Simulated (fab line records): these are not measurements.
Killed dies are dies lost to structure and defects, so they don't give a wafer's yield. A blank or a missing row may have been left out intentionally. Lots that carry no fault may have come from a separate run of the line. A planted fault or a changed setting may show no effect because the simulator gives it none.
Matching of chambers | flow nand harc | NHARC_A_STAIRCASE_DESCUM_443 on rie diel-01 has 4 sister chambers
The step chemistry O2, time 3 s. 8 wafers are shown with their chamber, then 9 later ones without.

WAFERS, EACH WITH ITS CHAMBER
wafer  | chamber | showerhead plenum p Torr (Torr) | rf vpp V (V)
L087.6 | 0       | 2.02                            | 58.8
L090.5 | 1       | 1.95                            | 56.9
L091.2 | 2       | 1.85                            | 56.6
L091.5 | 3       | 1.92                            | 57.1
L091.6 | 2       | 1.85                            | 57.8
L091.1 | 3       | 1.92                            | 58.9
L091.3 | 1       | 1.94                            | 56.6
L091.4 | 0       | 2.02                            | 58.7

WAFERS MISSING THEIR CHAMBER
wafer  | showerhead plenum p Torr (Torr) | rf vpp V (V)
L094.1 | 1.94                            | 57.8
L094.5 | 2.01                            | 58.7
L094.6 | 1.94                            | 57.8
L096.3 | 1.85                            | 56.7
L096.4 | 1.85                            | 57.5
L096.6 | 1.94                            | 59.8
L096.1 | 1.92                            | 58.2
L096.2 | 1.94                            | 58.7
L096.5 | 1.92                            | 58.9

WHICH CHAMBER EACH WENT THROUGH
wafer  | from the rows above     | in truth
L094.1 | 1                       | 1
L094.5 | 0                       | 0
L094.6 | 1                       | 1
L096.3 | 2                       | 2
L096.4 | 2                       | 2
L096.6 | can't be placed: 1 or 3 | 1
L096.1 | 3                       | 3
L096.2 | 1                       | 1
L096.5 | 3                       | 3
Correct placement for 8 of the 9. Cannot be placed on the basis of these rows: 1; the candidates contain the true chamber in 1. Wrongly placed: 0.
How it was worked out, from the rows above alone: a wafer's distance from a chamber is the root of the sum, over the readings, of the square of ((its reading less the chamber's mean) divided by the reading's scatter). If the next closest chamber is less than 2 further off than the closest, the wafer can't be placed; otherwise it belongs to the closest. For every chamber, the mean is computed from those of its wafers that are shown. The scatter: the root of (the sum of the squares of (reading less its chamber's mean) over the shown wafers, divided by (wafers less chambers)).
